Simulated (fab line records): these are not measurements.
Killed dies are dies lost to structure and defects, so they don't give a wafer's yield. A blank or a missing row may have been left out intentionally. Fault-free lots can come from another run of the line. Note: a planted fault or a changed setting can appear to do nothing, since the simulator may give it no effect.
What tool caused it? | flow nand harc | 24 lots with 72 wafers sampled at 4 steps, on a route of 1159 steps

WHAT THE GAUGES SHOWED, per wafer
NHARC_P_BONDPAD_THK_MEAS_33: measures by ellipsometry.
lot  | measured     | on            | thk nm (nm)
L074 | day 6 19:53  | film metro-01 | 198.8 200.6 198.7
L075 | day 6 20:25  | film metro-01 | 200.0 201.1 201.3
L076 | day 7 01:41  | film metro-02 | 203.5 200.4 199.5
L077 | day 7 02:35  | film metro-02 | 201.9 200.1 201.6
L079 | day 7 10:22  | film metro-02 | 200.9 199.1 202.2
L078 | day 7 15:35  | film metro-01 | 201.4 200.4 201.8
L081 | day 8 01:26  | film metro-02 | 200.2 202.0 199.1
L082 | day 8 02:07  | film metro-01 | 199.6 200.6 198.1
L080 | day 8 02:25  | film metro-02 | 200.0 201.2 202.8
L083 | day 8 13:33  | film metro-01 | 200.8 199.7 202.2
L084 | day 8 14:40  | film metro-01 | 199.9 200.6 200.1
L086 | day 9 13:32  | film metro-01 | 199.4 201.7 200.6
L085 | day 9 14:37  | film metro-01 | 201.0 201.4 201.6
L087 | day 9 16:54  | film metro-02 | 201.0 200.2 199.0
L088 | day 9 19:58  | film metro-01 | 200.6 201.8 200.2
L089 | day 10 09:46 | film metro-01 | 201.0 202.1 198.9
L090 | day 10 16:37 | film metro-02 | 199.6 198.8 200.1
L091 | day 10 17:34 | film metro-01 | 199.5 201.1 200.9
L093 | day 10 19:08 | film metro-02 | 198.9 200.4 202.0
L092 | day 10 20:06 | film metro-02 | 201.9 201.7 203.3
L095 | day 11 16:41 | film metro-02 | 204.3 199.9 202.4
L094 | day 11 16:30 | film metro-01 | 201.8 199.0 197.2
L096 | day 11 23:43 | film metro-02 | 203.3 197.1 200.5
L097 | day 12 02:43 | film metro-02 | 198.3 198.9 199.3

TOOL THAT RAN EACH LOT (tool first, then ch and the chambers of the sampled wafers, then the start)
lot  | NHARC_P_M1_ANNEAL_31             | NHARC_P_M2_STRIP_18                | NHARC_P_M2_DEGAS_29
L074 | rtp anneal-01 ch 0, day 6 13:41  | rie diel-03 ch 0,1,3, day 6 16:28  | pvd sputter-01, day 6 17:07
L075 | rtp anneal-02 ch 0, day 6 14:11  | rie diel-03 ch 0,1,3, day 6 17:01  | pvd sputter-02, day 6 17:38
L076 | rtp anneal-01 ch 0, day 6 19:32  | rie diel-03 ch 0,1, day 6 22:18    | pvd sputter-01, day 6 22:55
L077 | rtp anneal-02 ch 0, day 6 20:16  | rie diel-04 ch 0,3, day 6 23:07    | pvd sputter-02, day 6 23:45
L079 | rtp anneal-02 ch 0, day 7 03:49  | rie diel-03 ch 0,1,3, day 7 07:01  | pvd sputter-03, day 7 07:37
L078 | rtp anneal-01 ch 0, day 7 08:49  | rie diel-03 ch 0,1,3, day 7 11:50  | pvd sputter-01, day 7 12:26
L081 | rtp anneal-01 ch 0, day 7 19:20  | rie diel-03 ch 0,1,3, day 7 22:04  | pvd sputter-03, day 7 22:41
L082 | rtp anneal-01 ch 0, day 7 19:39  | rie diel-02 ch 0,1,3, day 7 22:25  | pvd sputter-02, day 7 23:09
L080 | rtp anneal-01 ch 0, day 7 20:05  | rie diel-03 ch 2,3, day 7 22:51    | pvd sputter-03, day 7 23:30
L083 | rtp anneal-02 ch 0, day 8 06:57  | rie diel-03 ch 1,3, day 8 09:49    | pvd sputter-02, day 8 10:26
L084 | rtp anneal-02 ch 0, day 8 08:23  | rie diel-03 ch 1,2, day 8 11:10    | pvd sputter-02, day 8 11:48
L086 | rtp anneal-02 ch 0, day 9 07:17  | rie diel-03 ch 2,3, day 9 10:06    | pvd sputter-03, day 9 10:45
L085 | rtp anneal-02 ch 0, day 9 08:37  | rie diel-03 ch 0,2, day 9 11:13    | pvd sputter-02, day 9 11:51
L087 | rtp anneal-01 ch 0, day 9 10:37  | rie diel-03 ch 0,1,2, day 9 13:20  | pvd sputter-01, day 9 13:56
L088 | rtp anneal-02 ch 0, day 9 13:49  | rie diel-03 ch 0,1,2, day 9 16:35  | pvd sputter-02, day 9 17:10
L089 | rtp anneal-02 ch 0, day 10 03:03 | rie diel-04 ch 0,1,3, day 10 06:22 | pvd sputter-01, day 10 06:58
L090 | rtp anneal-02 ch 0, day 10 10:14 | rie diel-02 ch 0,2,3, day 10 13:07 | pvd sputter-03, day 10 13:47
L091 | rtp anneal-01 ch 0, day 10 11:10 | rie diel-03 ch 0,2, day 10 14:02   | pvd sputter-02, day 10 14:47
L093 | rtp anneal-01 ch 0, day 10 12:59 | rie diel-03 ch 0,2,3, day 10 15:45 | pvd sputter-03, day 10 16:22
L092 | rtp anneal-01 ch 0, day 10 13:51 | rie diel-03 ch 0,2,3, day 10 16:40 | pvd sputter-01, day 10 17:18
L095 | rtp anneal-01 ch 0, day 11 09:25 | rie diel-03 ch 0,3, day 11 12:59   | pvd sputter-03, day 11 13:49
L094 | rtp anneal-01 ch 0, day 11 09:52 | rie diel-04 ch 0,1,3, day 11 13:01 | pvd sputter-01, day 11 13:38
L096 | rtp anneal-01 ch 0, day 11 17:06 | rie diel-03 ch 0,1,3, day 11 20:13 | pvd sputter-03, day 11 20:55
L097 | rtp anneal-01 ch 0, day 11 20:34 | rie diel-03 ch 2,3, day 11 23:14   | pvd sputter-02, day 11 23:54
- NHARC_P_M1_ANNEAL_31: time 90 s.
- NHARC_P_M2_STRIP_18: strips in N2/H2.
- NHARC_P_M2_DEGAS_29: time 60 s.

AS READ BY THE TOOLS THEMSELVES (means over the sampled wafers that have a number; for cases with no such wafer, the mark the record gives instead)
NHARC_P_M1_ANNEAL_31.
lot  | tool          | wafer_temp_C_max
L074 | rtp anneal-01 | 226.9
L075 | rtp anneal-02 | 225.9
L076 | rtp anneal-01 | 226.9
L077 | rtp anneal-02 | 226.0
L079 | rtp anneal-02 | 226.0
L078 | rtp anneal-01 | 226.6
L081 | rtp anneal-01 | 226.7
L082 | rtp anneal-01 | 227.0
L080 | rtp anneal-01 | 226.9
L083 | rtp anneal-02 | 225.7
L084 | rtp anneal-02 | 226.1
L086 | rtp anneal-02 | 226.3
L085 | rtp anneal-02 | 225.9
L087 | rtp anneal-01 | 226.9
L088 | rtp anneal-02 | 225.9
L089 | rtp anneal-02 | 225.9
L090 | rtp anneal-02 | 225.8
L091 | rtp anneal-01 | 226.7
L093 | rtp anneal-01 | 226.7
L092 | rtp anneal-01 | 227.0
L095 | rtp anneal-01 | 226.9
L094 | rtp anneal-01 | 226.7
L096 | rtp anneal-01 | 226.7
L097 | rtp anneal-01 | 226.6

NHARC_P_M2_STRIP_18.
lot  | tool        | drypump motor current A (A) | oes product au (a.u.) | rf vpp V (V) | showerhead plenum p Torr (Torr) | throttle valve pct (%)
L074 | rie diel-03 | 5.5                         | 0.995                 | 89.7         | 2.00                            | 14.168
L075 | rie diel-03 | 5.5                         | 0.996                 | 90.7         | 2.00                            | 14.177
L076 | rie diel-03 | 5.6                         | 1.000                 | 90.3         | 2.07                            | 14.170
L077 | rie diel-04 | 5.7                         | 1.000                 | 90.9         | 2.06                            | 14.167
L079 | rie diel-03 | 5.5                         | 1.002                 | 90.8         | 2.00                            | 14.173
L078 | rie diel-03 | 5.5                         | 0.997                 | 90.3         | 2.00                            | 14.163
L081 | rie diel-03 | 5.5                         | 0.999                 | 90.7         | 2.00                            | 14.171
L082 | rie diel-02 | 5.4                         | 1.002                 | 91.5         | 2.10                            | 14.167
L080 | rie diel-03 | 6.1                         | 1.005                 | 91.3         | 2.12                            | 14.166
L083 | rie diel-03 | 5.9                         | 0.993                 | 91.4         | 2.07                            | 14.168
L084 | rie diel-03 | 6.1                         | 0.997                 | 91.9         | 2.16                            | 14.169
L086 | rie diel-03 | 6.1                         | 0.999                 | 91.9         | 2.12                            | 14.166
L085 | rie diel-03 | 5.7                         | 1.007                 | 91.2         | 2.12                            | 14.167
L087 | rie diel-03 | 5.7                         | 1.004                 | 91.0         | 2.09                            | 14.162
L088 | rie diel-03 | 5.6                         | 1.006                 | 91.4         | 2.09                            | 14.178
L089 | rie diel-04 | 5.6                         | 1.007                 | 91.6         | 2.07                            | 14.161
L090 | rie diel-02 | 5.6                         | 0.991                 | 90.8         | 2.05                            | 14.171
L091 | rie diel-03 | 5.8                         | 1.003                 | 91.1         | 2.12                            | 14.171
L093 | rie diel-03 | 5.6                         | 1.002                 | 90.4         | 2.02                            | 14.171
L092 | rie diel-03 | 5.6                         | 1.009                 | 89.8         | 2.02                            | 14.155
L095 | rie diel-03 | 5.1                         | 1.010                 | 90.2         | 1.93                            | 14.174
L094 | rie diel-04 | 5.7                         | 0.999                 | 89.8         | 2.07                            | 14.165
L096 | rie diel-03 | 5.5                         | 1.011                 | 90.4         | 2.00                            | 14.176
L097 | rie diel-03 | 6.1                         | 1.002                 | 91.8         | 2.12                            | 14.172

NHARC_P_M2_DEGAS_29.
lot  | tool           | heater power w (W)
L074 | pvd sputter-01 | 332
L075 | pvd sputter-02 | 347
L076 | pvd sputter-01 | 312
L077 | pvd sputter-02 | 331
L079 | pvd sputter-03 | 355
L078 | pvd sputter-01 | 304
L081 | pvd sputter-03 | 352
L082 | pvd sputter-02 | 352
L080 | pvd sputter-03 | 344
L083 | pvd sputter-02 | 314
L084 | pvd sputter-02 | 315
L086 | pvd sputter-03 | 326
L085 | pvd sputter-02 | 351
L087 | pvd sputter-01 | 366
L088 | pvd sputter-02 | 344
L089 | pvd sputter-01 | 346
L090 | pvd sputter-03 | 355
L091 | pvd sputter-02 | 354
L093 | pvd sputter-03 | 369
L092 | pvd sputter-01 | 370
L095 | pvd sputter-03 | 351
L094 | pvd sputter-01 | 370
L096 | pvd sputter-03 | 357
L097 | pvd sputter-02 | 350

THE ANSWER, worked out from the rows above alone
Rule: the lots themselves supply what counts as usual. The widest of any qualifying gaps counts: lots, ordered by their means at a reading, are off when they make up no more than a third of the lots, leave a main group of 4 or more, and stand apart from it by 3 or more times the standard deviation of that group's means. Not used: any main group whose means are identical at the precision the tables above print for the reading. A lot without any number at a reading at which 4 lots or more have one is off too. Any other lot the step has rows for is counted as sound. First the gauges in route order, then the tools' own readings, where a lot's mean is used as printed above. At the first step where some lot is off, the reading lying furthest off is the one used; lots without a number count as furthest.
None of the lots is off at any reading shown; this tells nothing.

WHAT THE SIMULATOR PUT IN
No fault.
